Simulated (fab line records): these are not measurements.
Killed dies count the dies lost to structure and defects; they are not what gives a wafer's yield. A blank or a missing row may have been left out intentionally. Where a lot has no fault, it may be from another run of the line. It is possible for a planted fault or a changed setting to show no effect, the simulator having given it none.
fab line records	flow n5Finfet
record: lots: 7	wafers: 39
route steps=1938 shown BEOL_M15@1773 MIM_BOT_LITHO@1860
startH: hours from the record's opening day to when the first of the lot's shown wafers began	waitH: hours elapsed since this lot's preceding step	" the same as in the row above	L1.1+2: a row that stands for several wafers	- value missing, or start not given	* or withheld: withheld	< > ~ a bound
route shown NAME@n: a module of which the file shows steps, and the number in the route of the first	usual: mean and standard deviation over wafers with no fault	same: alike in all rows	chamber/n: place in a boat	sites: per-site readings	_std_site: the values' standard deviation	_edge_site: the outer-site mean with the inner-site mean subtracted	radiusMm: how far each site lies from the wafer's centre	mask NAME#n: copy n	behind: tool/chamber where the wafer was last shaped	hold: the reason the lot was held/the length of the hold in hours/how it ended	device: which transistor (n, p or np) failed to switch	end of line: tests of these same wafers at the route's end	where a step has no rows: the recipe by itself	killed: count of dies lost to structure and defects at first sort (not the wafer's yield)	map: shows each die of a wafer: x if killed, . if not, _ if none is there
set.NAME: setting as actually run; set.NAME@STEP: the setting as run at that earlier step	model.NAME: the simulator's own value behind a step, which no gauge read
lots whose settings were changed on purpose; a table a step, a row a wafer
== steps ==
step: N5_BEOL_M15_ILD_DEP_00
recipe: material: SiO2	targetThkA: 16293	tempC: 400	precursor: TEOS/O2	pressureTorr: 6.5	rfW: 900	teosFlowSccm: 161.4	gas: O2	flowSccm: 2650	timeS: 346.1
lot.wafer	tool	chamber	startH	waitH	set.timeS	model.SiO2_of_BEOL_M15_ILD_DEP_00.thkNm
L074.1	pecvd-02	0	253.80	0.0	552.1	2591
L074.2	"	1	"	"	346.1	1626
L074.3	"	2	"	"	552.1	2533
L074.4	"	1	"	"	552.1	2630
L074.5	"	0	"	"	346.1	1651
L074.6	"	2	"	"	346.1	1612
L077.3	pecvd-02	0	261.86	0.0	346.1	1596
L077.4	"	0	"	"	346.1	1618
L077.6	"	1	"	"	346.1	1620
L078.1	pecvd-04	1	287.38	0.0	346.1	1641
L078.2	"	2	"	"	164.6	781.8
L078.3	"	0	"	"	164.6	772.8
L078.4	"	2	"	"	164.6	787.2
L078.5	"	1	"	"	346.1	1662
L078.6	"	0	"	"	346.1	1649
L081.1	pecvd-04	1	290.86	0.0	346.1	1626
L081.2	"	0	"	"	346.1	1592
L081.3	"	2	"	"	346.1	1611
L081.4	"	2	"	"	346.1	1639
L081.5	"	1	"	"	346.1	1644
L081.6	"	0	"	"	346.1	1635
L082.1	pecvd-04	1	301.91	0.0	346.1	1638
L082.2	"	2	"	"	443.9	2099
L082.3	"	0	"	"	443.9	2071
L082.4	"	2	"	"	346.1	1663
L082.5	"	0	"	"	346.1	1648
L082.6	"	1	"	"	443.9	2133
L089.1	pecvd-02	1	342.78	0.0	530.1	2465
L089.2	"	2	"	"	346.1	1592
L089.3	"	0	"	"	346.1	1609
L089.4	"	0	"	"	530.1	2520
L089.5	"	1	"	"	346.1	1622
L089.6	"	2	"	"	530.1	2484
L093.1	pecvd-03	2	363.23	0.0	282.5	1335
L093.2	"	0	"	"	346.1	1599
L093.3	"	1	"	"	282.5	1306
L093.4	"	2	"	"	282.5	1353
L093.5	"	1	"	"	346.1	1627
L093.6	"	0	"	"	346.1	1624
step: N5_BEOL_M15_THK_MEAS_01
recipe: reads: SiO2_of_BEOL_M15_ILD_DEP_00
usual: M15_ILD_THK: 1621/24
lot.wafer	tool	chamber	startH	waitH	set.timeS@BEOL_M15_ILD_DEP_00	M15_ILD_THK[nm]
L074.1	filmMetro-01	-	254.04	0.1	552.1	2591
L074.2	"	-	"	"	346.1	1626
L074.3	"	-	"	"	552.1	2532
L074.4	"	-	"	"	552.1	2632
L074.5	"	-	"	"	346.1	1650
L074.6	"	-	"	"	346.1	1612
L077.3	filmMetro-01	-	262.11	0.1	346.1	1595
L077.4	"	-	"	"	346.1	1615
L077.6	"	-	"	"	346.1	1619
L078.1	filmMetro-01	-	287.63	0.1	346.1	1642
L078.2	"	-	"	"	164.6	782
L078.3	"	-	"	"	164.6	773
L078.4	"	-	"	"	164.6	787
L078.5	"	-	"	"	346.1	1662
L078.6	"	-	"	"	346.1	1650
L081.1	filmMetro-02	-	291.11	0.1	346.1	1626
L081.2	"	-	"	"	346.1	1591
L081.3	"	-	"	"	346.1	1611
L081.4	"	-	"	"	346.1	1639
L081.5	"	-	"	"	346.1	1645
L081.6	"	-	"	"	346.1	1634
L082.1	filmMetro-01	-	302.16	0.1	346.1	1637
L082.2	"	-	"	"	443.9	2099
L082.3	"	-	"	"	443.9	2071
L082.4	"	-	"	"	346.1	1663
L082.5	"	-	"	"	346.1	1647
L082.6	"	-	"	"	443.9	2133
L089.1	filmMetro-01	-	343.03	0.1	530.1	2464
L089.2	"	-	"	"	346.1	1592
L089.3	"	-	"	"	346.1	1609
L089.4	"	-	"	"	530.1	2520
L089.5	"	-	"	"	346.1	1623
L089.6	"	-	"	"	530.1	2483
L093.1	filmMetro-01	-	363.48	0.1	282.5	1333
L093.2	"	-	"	"	346.1	1598
L093.3	"	-	"	"	282.5	1305
L093.4	"	-	"	"	282.5	1354
L093.5	"	-	"	"	346.1	1626
L093.6	"	-	"	"	346.1	1623
step: N5_BEOL_M15_COAT_58
recipe: resist: BARC	tempC: 205	timeS: 60	spinRpm: 1500	resistThkNm: 89
step: N5_BEOL_M15_COAT_04
recipe: spinRpm: 1704	resistThkNm: 800
step: N5_BEOL_M15_DESCUM_15
recipe: chemistry: O2	timeS: 7.9	sourcePowerW: 50	biasPowerW: 20	pressureMtorr: 20	rfFrequencyHz: 2.712e+07	tempC: 40	o2FlowSccm: 225
step: N5_BEOL_M15_ETCH_59
recipe: chemistry: N2/H2	target: BARC	targetDepthA: 890	overetchA: 267	timeS: 67.9	ionEnergyEv: 200	pressureMtorr: 30	sourceW: 840	biasW: 150	n2FlowSccm: 200	h2FlowSccm: 200
step: N5_BEOL_M15_VIA_ETCH_16
recipe: chemistry: C4F8/O2/Ar	target: SiO2	heInnerTorr: 15	heOuterTorr: 30	targetDepthA: 17922	timeS: withheld	ionEnergyEv: 800	pressureMtorr: 20	sourceW: 1905	biasW: 2040	Ar_flow_sccm: 400	C4F8_flow_sccm: 16	O2_flow_sccm: 12	ends: cleared
lot.wafer	tool	chamber	startH	waitH	set.timeS@BEOL_M15_ILD_DEP_00	model.etch.depthNm	model.coat_of_BEOL_M15_COAT_04.thkNm
L074.1	rieDiel-06	3	254.65	0.0	*	2591	106.2
L074.2	"	2	"	"	*	1626	334.2
L074.3	"	1	"	"	*	2533	126
L074.4	"	0	"	"	*	2630	112.6
L074.5	"	2	"	"	*	1651	328
L074.6	"	1	"	"	*	1612	340.4
L077.3	rieDiel-01	1	262.79	0.0	*	1596	331
L077.4	"	1	"	"	*	1618	328.4
L077.6	"	0	"	"	*	1620	323
L078.1	rieDiel-06	0	288.11	0.0	*	1641	344
L078.2	"	3	"	"	*	781.7	531.2
L078.3	"	2	"	"	*	772.8	533.4
L078.4	"	1	"	"	*	787.2	532.2
L078.5	"	1	"	"	*	1662	329.4
L078.6	"	0	"	"	*	1649	343.2
L081.1	rieDiel-06	0	292.22	0.0	*	1626	347
L081.2	"	2	"	"	*	1592	340.2
L081.3	"	3	"	"	*	1611	339.6
L081.4	"	1	"	"	*	1639	334.6
L081.5	"	1	"	"	*	1644	336.4
L081.6	"	2	"	"	*	1635	331.8
L082.1	rieDiel-01	0	302.64	0.0	*	1638	321.2
L082.2	"	2	"	"	*	2099	209.2
L082.3	"	1	"	"	*	2071	217.2
L082.4	"	3	"	"	*	1663	333.8
L082.5	"	1	"	"	*	1648	318.4
L082.6	"	0	"	"	*	2133	199
L089.1	rieDiel-05	0	344.05	0.0	*	2465	133.6
L089.2	"	1	"	"	*	1592	336.2
L089.3	"	3	"	"	*	1609	331
L089.4	"	2	"	"	*	2520	121.6
L089.5	"	2	"	"	*	1622	334.2
L089.6	"	1	"	"	*	2484	122.6
L093.1	rieDiel-05	0	363.96	0.0	*	1335	400.8
L093.2	"	1	"	"	*	1599	334.8
L093.3	"	2	"	"	*	1306	410
L093.4	"	3	"	"	*	1353	391.6
L093.5	"	0	"	"	*	1627	329.4
L093.6	"	3	"	"	*	1624	328
step: N5_MIM_BOT_LITHO_DEVELOP_07
recipe: developTimeS: 60	rinseLiquid: diw	dry: airSpin	devTempC: 21
lot.wafer	tool	chamber	startH	waitH	set.developTimeS
L074.1+3+5	lithoTrack-01	0	-	-	60
L074.2+4+6	"	0	"	"	37.45
L077.3+4+6	lithoTrack-05	0	-	-	60
L078.1+2+6	lithoTrack-01	0	-	-	60
L078.3+4+5	"	0	"	"	93.01
L081.1+2+5	lithoTrack-04	0	-	-	94.67
L081.3+4+6	"	0	"	"	60
L082.1+2+3+4+5+6	lithoTrack-04	0	-	-	60
L089.1+2+3	lithoTrack-01	0	-	-	60
L089.4+5+6	"	0	"	"	34.4
L093.1+2+3+4+5+6	lithoTrack-01	0	-	-	60
step: N5_MIM_BOT_LITHO_HARDBAKE_09
recipe: tempC: 130	timeS: 120
step: N5_MIM_BOT_LITHO_CD_MEAS_08
recipe: targetCdNm: 3000	landingEnergyEv: 500	detector: seInlens	polarity: opening
usual: cdNm: 2999.2/1.9
lot.wafer	tool	chamber	startH	waitH	set.developTimeS@MIM_BOT_LITHO_DEVELOP_07	cdNm
L074.1	cdSem-02	0	264.93	-	60	3001.6
L074.2	"	0	"	"	37.45	2991.8
L074.3	"	0	"	"	60	3002.0
L074.4	"	0	"	"	37.45	2990.6
L074.5	"	0	"	"	60	3002.9
L074.6	"	0	"	"	37.45	2993.3
L077.3	cdSem-03	0	272.26	-	60	3002.8
L077.4	"	0	"	"	60	2999.4
L077.6	"	0	"	"	60	2999.8
L078.1	cdSem-01	0	298.43	-	60	2998.3
L078.2	"	0	"	"	60	2998.7
L078.3	"	0	"	"	93.01	3006.4
L078.4	"	0	"	"	93.01	3006.8
L078.5	"	0	"	"	93.01	3007.9
L078.6	"	0	"	"	60	2999.2
L081.1	cdSem-03	0	310.31	-	94.67	3007.9
L081.2	"	0	"	"	94.67	3006.8
L081.3	"	0	"	"	60	3000.5
L081.4	"	0	"	"	60	2997.0
L081.5	"	0	"	"	94.67	3006.0
L081.6	"	0	"	"	60	2999.6
L082.1	cdSem-03	0	310.88	-	60	2997.7
L082.2	"	0	"	"	60	3000.3
L082.3	"	0	"	"	60	3001.0
L082.4	"	0	"	"	60	2998.8
L082.5	"	0	"	"	60	2998.7
L082.6	"	0	"	"	60	3000.0
L089.1	cdSem-02	0	354.51	-	60	2997.0
L089.2	"	0	"	"	60	2998.2
L089.3	"	0	"	"	60	2999.9
L089.4	"	0	"	"	34.4	2988.0
L089.5	"	0	"	"	34.4	2987.4
L089.6	"	0	"	"	34.4	2988.2
L093.1	cdSem-01	0	373.74	-	60	2995.8
L093.2	"	0	"	"	60	2999.2
L093.3	"	0	"	"	60	2996.5
L093.4	"	0	"	"	60	2996.7
L093.5	"	0	"	"	60	2997.5
L093.6	"	0	"	"	60	2996.3
== key ==
split: step: N5_BEOL_M15_ILD_DEP_00	setting: timeS	stated: 346.1	by: wafer
response: step: N5_BEOL_M15_ILD_DEP_00	reading: model.SiO2_of_BEOL_M15_ILD_DEP_00.thkNm	change: +16.3	per: 1%	r: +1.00
response: step: N5_BEOL_M15_THK_MEAS_01	reading: M15_ILD_THK	change: +16.3	per: 1%	r: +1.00
response: step: N5_BEOL_M15_VIA_ETCH_16	reading: model.etch.depthNm	change: +16.3	per: 1%	r: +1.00
response: step: N5_BEOL_M15_VIA_ETCH_16	reading: model.coat_of_BEOL_M15_COAT_04.thkNm	change: -3.78	per: 1%	r: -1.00
split: step: N5_MIM_BOT_LITHO_DEVELOP_07	setting: developTimeS	stated: 60	by: wafer
response: step: N5_MIM_BOT_LITHO_CD_MEAS_08	reading: cdNm	change: +0.182	per: 1%	r: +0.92
